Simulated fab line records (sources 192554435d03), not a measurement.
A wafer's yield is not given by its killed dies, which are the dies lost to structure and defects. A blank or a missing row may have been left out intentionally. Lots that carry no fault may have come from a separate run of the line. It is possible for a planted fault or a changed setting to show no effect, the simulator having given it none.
Matching of chambers -- flow n5 finfet -- N5_BEOL_M1_ALD_84 on ald metal-01: 4 sister chambers
The step deposits TaN, pulse time 2 s, purge time 3 s, co reactant purge time 2 s. 16 wafers are shown with their chamber, then 8 later ones without.

WAFERS PAIRED WITH THEIR CHAMBERS
wafer,chamber,heater power w (W)
L076.1,0,409
L076.3,3,451
L076.4,2,481
L080.1,2,468
L080.2,0,403
L080.4,1,358
L085.2,1,356
L085.3,3,452
L085.6,3,459
L086.2,1,349
L086.3,0,414
L086.4,3,461
L091.2,1,347
L091.3,3,447
L091.4,0,407
L092.1,1,349

SIGNATURES, as means of the wafers listed above
reading,chamber 0,chamber 1,chamber 2,chamber 3,scatter within a chamber
heater power w,408.25,351.80,474.50,454.00,5.61
Rule: for a wafer and a chamber, the distance is found by dividing, reading by reading, the gap between the wafer's reading and the chamber's mean by the reading's scatter, squaring, summing and taking the root. If the next closest chamber is less than 2 further off than the closest, the wafer can't be placed; otherwise it belongs to the closest. The scatter: take each reading less its chamber's mean, square it, sum over the shown wafers, divide by the number of wafers less the number of chambers, and take the root.

WAFERS WITHOUT THEIR CHAMBER
wafer,heater power w (W)
L092.2,466
L092.5,461
L093.2,344
L093.4,463
L093.6,410
L096.1,351
L096.2,461
L096.3,455

CHAMBER TAKEN BY EACH
wafer,from the rows above,in truth
L092.2,can't be placed: 2 or 3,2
L092.5,can't be placed: 3 or 2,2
L093.2,1,1
L093.4,can't be placed: 3 or 2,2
L093.6,0,0
L096.1,1,1
L096.2,can't be placed: 3 or 2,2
L096.3,3,3
Correct placement for 4 of the 8. Not placeable from these rows: 4 (in 4, the candidates include the true chamber). 0 placed wrongly.
